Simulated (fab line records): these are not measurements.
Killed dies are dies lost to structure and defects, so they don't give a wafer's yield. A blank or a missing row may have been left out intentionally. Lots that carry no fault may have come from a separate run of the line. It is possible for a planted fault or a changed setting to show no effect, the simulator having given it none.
The tool behind it: which one?	flow nand-harc	24 lots, 72 wafers sampled, at 6 steps of a route of 1159

WHAT THE GAUGES SHOWED, per wafer
Not one reading of a measure or inspect step in the record can be checked against a usual standard deviation.

EACH LOT AND THE TOOL THAT RAN IT (in order: tool; ch and the chambers of the sampled wafers; start)
lot	NHARC_P_GATE_STRIP_75	NHARC_P_CONTACT_ALD_22	NHARC_P_M0_PRE_CLEAN_31	NHARC_P_M2_ETCH_35	NHARC_P_M2_PRE_CLEAN_30	NHARC_P_M2_ANNEAL_31
L074	plasma-asher-02 ch 1, day 5 06:46	ald-metal-01 ch 1,3, day 5 16:17	pecvd-04 ch 1,2, day 6 05:46	rie-diel-11 ch 0,2,3, day 6 11:31	pvd-sputter-01, day 6 13:16 or earlier	rtp-anneal-01 ch 0, day 6 13:16
L075	plasma-asher-02 ch 0,1, day 5 17:34	ald-metal-04 ch 0,1,2, day 6 03:02	pecvd-01 ch 1,2, day 6 12:40	rie-diel-11 ch 0,1,3, day 6 18:26	pvd-sputter-01, day 6 20:10 or earlier	rtp-anneal-02 ch 0, day 6 20:10
L076	plasma-asher-02 ch 0,1, day 5 19:32	ald-metal-02 ch 0,2, day 6 05:05	pecvd-02 ch 1,2, day 6 16:29	rie-diel-07 ch 0,1, day 6 22:15	pvd-sputter-01, day 7 00:05 or earlier	rtp-anneal-02 ch 0, day 7 00:05
L077	plasma-asher-02 ch 0,1, day 6 02:03	ald-metal-01 ch 0,2,3, day 6 11:29	pecvd-02 ch 0,1,2, day 6 22:23	rie-diel-11 ch 0,1,2, day 7 04:02	pvd-sputter-01, day 7 05:01	rtp-anneal-02 ch 0, day 7 05:45
L078	plasma-asher-01 ch 0,1, day 6 03:27	ald-metal-04 ch 0,1,3, day 6 12:41	pecvd-01 ch 0,1,2, day 7 01:30	rie-diel-11 ch 0,3, day 7 07:12	pvd-sputter-03, day 7 08:55 or earlier	rtp-anneal-02 ch 0, day 7 08:55
L080	plasma-asher-02 ch 0,1, day 6 12:08	ald-metal-02 ch 0,1, day 6 21:43	pecvd-01 ch 0,1,2, day 7 03:50	rie-diel-07 ch 0,1,2, day 7 09:43	pvd-sputter-01, day 7 11:27 or earlier	rtp-anneal-01 ch 0, day 7 11:27
L079	plasma-asher-01 ch 0,1, day 6 13:20	ald-metal-04 ch 0,2,3, day 6 22:35	pecvd-04 ch 0,1, day 7 04:13	rie-diel-11 ch 0,1,2, day 7 09:55	pvd-sputter-02, day 7 11:41 or earlier	rtp-anneal-02 ch 0, day 7 11:41
L081	plasma-asher-02 ch 0,1, day 6 21:09	ald-metal-02 ch 0,2,3, day 7 06:48	pecvd-01 ch 1,2, day 7 16:06	rie-diel-07 ch 2,3, day 7 22:10	pvd-sputter-02, day 8 00:00 or earlier	rtp-anneal-02 ch 0, day 8 00:00
L082	plasma-asher-01 ch 0,1, day 7 04:34	ald-metal-04 ch 0,1, day 7 13:32	pecvd-01 ch 0,1,2, day 7 18:25	rie-diel-03 ch 0,1, day 8 00:14	pvd-sputter-01, day 8 02:00 or earlier	rtp-anneal-02 ch 0, day 8 02:00
L083	plasma-asher-01 ch 0,1, day 7 17:56	ald-metal-01 ch 0,1,2, day 8 03:37	pecvd-01 ch 0,1,2, day 8 08:51	rie-diel-11 ch 0,1,2, day 8 14:39	pvd-sputter-03, day 8 16:37 or earlier	rtp-anneal-01 ch 0, day 8 16:37
L085	plasma-asher-02 ch 0,1, day 8 02:04	ald-metal-01 ch 0,1,2, day 8 11:25	pecvd-01 ch 0,1, day 8 16:19	rie-diel-03 ch 0,1,3, day 8 22:04	pvd-sputter-03, day 8 23:58 or earlier	rtp-anneal-01 ch 0, day 8 23:58
L084	plasma-asher-01 ch 0,1, day 8 02:47	ald-metal-04 ch 0,3, day 8 12:11	pecvd-04 ch 1,2, day 8 17:17	rie-diel-07 ch 0,1,2, day 8 23:04	pvd-sputter-02, day 9 00:50 or earlier	rtp-anneal-01 ch 0, day 9 00:50
L088	plasma-asher-01 ch 0,1, day 8 11:49	ald-metal-04 ch 0,3, day 8 21:13	pecvd-02 ch 0,2, day 9 05:38	rie-diel-11 ch 0,3, day 9 11:40	pvd-sputter-02, day 9 13:22 or earlier	rtp-anneal-02 ch 0, day 9 13:22
L087	plasma-asher-02 ch 0,1, day 8 12:30	ald-metal-04 ch 0,1, day 8 22:16	pecvd-01 ch 1,2, day 9 06:41	rie-diel-07 ch 0,1,2, day 9 12:59	pvd-sputter-01, day 9 14:39 or earlier	rtp-anneal-01 ch 0, day 9 14:39
L086	plasma-asher-01 ch 0,1, day 8 13:01	ald-metal-01 ch 0,2,3, day 8 23:20	pecvd-02 ch 0,1, day 9 07:16	rie-diel-03 ch 0,1,3, day 9 13:26	pvd-sputter-03, day 9 15:06 or earlier	rtp-anneal-02 ch 0, day 9 15:06
L090	plasma-asher-01 ch 0,1, day 9 07:19	ald-metal-01 ch 1,2, day 9 16:58	pecvd-01 ch 0,2, day 10 00:39	rie-diel-07 ch 0,1, day 10 06:37	pvd-sputter-03, day 10 08:21 or earlier	rtp-anneal-02 ch 0, day 10 08:21
L089	plasma-asher-02 ch 0,1, day 9 07:31	ald-metal-04 ch 1,2, day 9 16:59	pecvd-04 ch 0,1,2, day 10 01:15	rie-diel-11 ch 0,1,2, day 10 07:19	pvd-sputter-02, day 10 09:00 or earlier	rtp-anneal-02 ch 0, day 10 09:00
L091	plasma-asher-02 ch 0,1, day 9 13:35	ald-metal-02 ch 0,2, day 9 22:54	pecvd-01 ch 0,2, day 10 07:54	rie-diel-03 ch 1,3, day 10 14:06	pvd-sputter-01, day 10 15:56 or earlier	rtp-anneal-02 ch 0, day 10 15:56
L092	plasma-asher-01 ch 0,1, day 9 13:45	ald-metal-01 ch 0,3, day 9 23:39	pecvd-02 ch 0,2, day 10 08:37	rie-diel-03 ch 0,2,3, day 10 14:48	pvd-sputter-01, day 10 17:04 or earlier	rtp-anneal-01 ch 0, day 10 17:04
L094	plasma-asher-02 ch 0,1, day 10 00:04	ald-metal-01 ch 0,3, day 10 09:28	pecvd-01 ch 0,1, day 10 17:37	rie-diel-11 ch 1,2, day 10 23:23	pvd-sputter-02, day 11 01:09 or earlier	rtp-anneal-02 ch 0, day 11 01:09
L093	plasma-asher-01 ch 0,1, day 10 00:14	ald-metal-02 ch 1,3, day 10 09:52	pecvd-02 ch 1,2, day 10 18:29	rie-diel-11 ch 0,1,2, day 11 00:13	pvd-sputter-02, day 11 02:04 or earlier	rtp-anneal-02 ch 0, day 11 02:04
L095	plasma-asher-01 ch 0,1, day 10 15:57	ald-metal-04 ch 1,2,3, day 11 02:46	pecvd-02 ch 1,2, day 11 12:47	rie-diel-11 ch 0,1,2, day 11 18:16	pvd-sputter-01, day 11 20:02 or earlier	rtp-anneal-02 ch 0, day 11 20:02
L096	plasma-asher-01 ch 0,1, day 10 21:47	ald-metal-01 ch 2,3, day 11 07:15	pecvd-02 ch 0,1, day 11 15:16	rie-diel-11 ch 1,2, day 11 21:03	pvd-sputter-02, day 11 22:49 or earlier	rtp-anneal-02 ch 0, day 11 22:49
L097	plasma-asher-01 ch 0,1, day 11 03:50	ald-metal-02 ch 0,2,3, day 11 13:23	pecvd-02 ch 0,2, day 12 02:56	rie-diel-07 ch 0,1,3, day 12 09:09	pvd-sputter-01, day 12 10:52 or earlier	rtp-anneal-01 ch 0, day 12 10:52
- NHARC_P_GATE_STRIP_75: strips in O2.
- NHARC_P_CONTACT_ALD_22: deposits TiN, target thk 3 nm, pulse time 1 s, ald cycles 150.
- NHARC_P_M0_PRE_CLEAN_31: time 12 s.
- NHARC_P_M2_ETCH_35: etches the open film in N2/H2, target depth 40 nm, overetch 12 nm, time 43.94 s.
- NHARC_P_M2_PRE_CLEAN_30: time 30 s.
- NHARC_P_M2_ANNEAL_31: time 90 s.

AS READ BY THE TOOLS THEMSELVES (means over the sampled wafers that have a number; for cases with no such wafer, the mark the record gives instead)
NHARC_P_GATE_STRIP_75.
lot	tool	drypump-motor-current-A (A)	heater-power-w (W)
L074	plasma-asher-02	5.3	328
L075	plasma-asher-02	5.5	359
L076	plasma-asher-02	5.8	393
L077	plasma-asher-02	5.5	364
L078	plasma-asher-01	5.8	322
L080	plasma-asher-02	5.8	393
L079	plasma-asher-01	5.8	322
L081	plasma-asher-02	5.8	390
L082	plasma-asher-01	5.6	321
L083	plasma-asher-01	5.8	321
L085	plasma-asher-02	5.8	392
L084	plasma-asher-01	5.9	319
L088	plasma-asher-01	5.7	325
L087	plasma-asher-02	5.8	392
L086	plasma-asher-01	5.6	324
L090	plasma-asher-01	5.8	322
L089	plasma-asher-02	5.5	355
L091	plasma-asher-02	5.5	351
L092	plasma-asher-01	5.7	320
L094	plasma-asher-02	5.8	374
L093	plasma-asher-01	5.8	320
L095	plasma-asher-01	5.7	327
L096	plasma-asher-01	5.9	324
L097	plasma-asher-01	5.6	319

NHARC_P_CONTACT_ALD_22.
lot	tool	heater-power-w (W)	precursor-pulse-height-rel
L074	ald-metal-01	1191	0.991
L075	ald-metal-04	1027	1.009
L076	ald-metal-02	954	0.984
L077	ald-metal-01	1117	0.977
L078	ald-metal-04	1095	1.003
L080	ald-metal-02	925	1.021
L079	ald-metal-04	1043	1.027
L081	ald-metal-02	933	1.004
L082	ald-metal-04	1114	0.977
L083	ald-metal-01	959	0.981
L085	ald-metal-01	954	1.008
L084	ald-metal-04	1040	0.998
L088	ald-metal-04	1057	0.993
L087	ald-metal-04	1135	0.999
L086	ald-metal-01	1124	0.985
L090	ald-metal-01	916	0.975
L089	ald-metal-04	1032	1.009
L091	ald-metal-02	958	0.996
L092	ald-metal-01	1090	1.000
L094	ald-metal-01	1085	0.991
L093	ald-metal-02	1064	1.006
L095	ald-metal-04	1136	0.999
L096	ald-metal-01	1269	0.989
L097	ald-metal-02	972	0.988

NHARC_P_M0_PRE_CLEAN_31.
lot	tool	heater-power-w (W)
L074	pecvd-04	727
L075	pecvd-01	649
L076	pecvd-02	510
L077	pecvd-02	567
L078	pecvd-01	703
L080	pecvd-01	730
L079	pecvd-04	657
L081	pecvd-01	765
L082	pecvd-01	690
L083	pecvd-01	719
L085	pecvd-01	689
L084	pecvd-04	713
L088	pecvd-02	549
L087	pecvd-01	725
L086	pecvd-02	678
L090	pecvd-01	731
L089	pecvd-04	709
L091	pecvd-01	733
L092	pecvd-02	630
L094	pecvd-01	651
L093	pecvd-02	526
L095	pecvd-02	513
L096	pecvd-02	685
L097	pecvd-02	509

NHARC_P_M2_ETCH_35.
lot	tool	chamber-pressure-mTorr (mTorr)	drypump-motor-current-A (A)	oes-product-au (a.u.)	rf-vpp-V (V)	showerhead-plenum-p-Torr (Torr)	throttle-valve-pct (%)
L074	rie-diel-11	29.989	5.2	1.002	429.3	2.01	14.172
L075	rie-diel-11	29.998	5.3	1.007	432.0	2.10	14.172
L076	rie-diel-07	30.014	5.4	0.998	433.4	2.15	14.177
L077	rie-diel-11	30.006	5.5	1.007	431.8	2.08	14.165
L078	rie-diel-11	29.978	5.1	1.013	431.3	2.09	14.179
L080	rie-diel-07	29.960	5.3	1.001	433.4	2.13	14.179
L079	rie-diel-11	30.021	5.5	1.011	430.7	2.08	14.164
L081	rie-diel-07	30.023	5.5	0.989	433.0	2.13	14.167
L082	rie-diel-03	29.991	5.8	1.002	430.9	2.05	14.170
L083	rie-diel-11	30.003	5.5	1.013	431.2	2.08	14.164
L085	rie-diel-03	29.983	5.8	0.996	429.1	2.00	14.168
L084	rie-diel-07	29.994	5.3	1.000	433.2	2.13	14.178
L088	rie-diel-11	30.005	5.2	1.003	431.2	2.09	14.165
L087	rie-diel-07	30.010	5.3	1.003	432.1	2.12	14.171
L086	rie-diel-03	29.996	5.8	0.989	429.0	2.00	14.168
L090	rie-diel-07	30.023	5.4	1.008	433.6	2.14	14.172
L089	rie-diel-11	29.999	5.4	0.996	430.8	2.08	14.162
L091	rie-diel-03	30.009	5.8	1.000	434.6	2.18	14.162
L092	rie-diel-03	29.967	5.2	0.993	432.0	2.12	14.166
L094	rie-diel-11	30.003	5.5	0.987	429.6	2.00	14.173
L093	rie-diel-11	30.011	5.4	0.992	432.0	2.08	14.173
L095	rie-diel-11	29.989	5.5	1.006	433.0	2.08	14.163
L096	rie-diel-11	30.001	5.5	0.993	429.9	2.00	14.169
L097	rie-diel-07	30.003	5.4	0.992	432.8	2.14	14.174

NHARC_P_M2_PRE_CLEAN_30.
lot	tool	heater-power-w (W)
L074	pvd-sputter-01	375
L075	pvd-sputter-01	382
L076	pvd-sputter-01	380
L077	pvd-sputter-01	388
L078	pvd-sputter-03	385
L080	pvd-sputter-01	369
L079	pvd-sputter-02	393
L081	pvd-sputter-02	424
L082	pvd-sputter-01	417
L083	pvd-sputter-03	393
L085	pvd-sputter-03	397
L084	pvd-sputter-02	474
L088	pvd-sputter-02	392
L087	pvd-sputter-01	402
L086	pvd-sputter-03	387
L090	pvd-sputter-03	389
L089	pvd-sputter-02	440
L091	pvd-sputter-01	389
L092	pvd-sputter-01	388
L094	pvd-sputter-02	439
L093	pvd-sputter-02	432
L095	pvd-sputter-01	402
L096	pvd-sputter-02	490
L097	pvd-sputter-01	403

NHARC_P_M2_ANNEAL_31.
lot	tool	anneal-temp-c-max	wafer_temp_C_max
L074	rtp-anneal-01	226.1	225.69
L075	rtp-anneal-02	226.6	225.90
L076	rtp-anneal-02	226.6	225.83
L077	rtp-anneal-02	226.5	225.82
L078	rtp-anneal-02	226.8	225.67
L080	rtp-anneal-01	226.2	226.19
L079	rtp-anneal-02	226.5	225.92
L081	rtp-anneal-02	226.6	225.56
L082	rtp-anneal-02	226.7	225.51
L083	rtp-anneal-01	226.1	225.69
L085	rtp-anneal-01	226.1	225.83
L084	rtp-anneal-01	226.3	225.73
L088	rtp-anneal-02	226.9	225.93
L087	rtp-anneal-01	226.3	225.91
L086	rtp-anneal-02	226.8	225.69
L090	rtp-anneal-02	226.4	226.19
L089	rtp-anneal-02	226.6	225.57
L091	rtp-anneal-02	226.6	226.11
L092	rtp-anneal-01	226.3	226.23
L094	rtp-anneal-02	227.3	225.74
L093	rtp-anneal-02	226.4	225.86
L095	rtp-anneal-02	226.6	225.93
L096	rtp-anneal-02	226.8	226.15
L097	rtp-anneal-01	226.3	226.24

THE ANSWER, worked out from the rows above alone
Rule: usual is defined by the lots themselves. Put in order of their means at a reading, lots are off if they are a third of the lots or fewer, leave a main group of 4 or more, and stand apart from it by a gap of 3 or more times the standard deviation of the main group's means; of several such gaps the widest counts. The tables above print the reading to a certain number of digits; a main group whose means all agree to those digits is not used. Also off: a lot with no number at a reading for which 4 or more lots have one. All remaining lots with rows at the step are treated as sound. The gauges are gone through in route order, then the tools' own readings, and for those a lot's mean is taken as printed above. The first step at which some lot is off is used, and at that step the reading that is off furthest; a lot without a number counts as furthest.
No lot is off on any of the readings shown, so nothing can be concluded from this.

WHAT THE SIMULATOR HAD PUT IN
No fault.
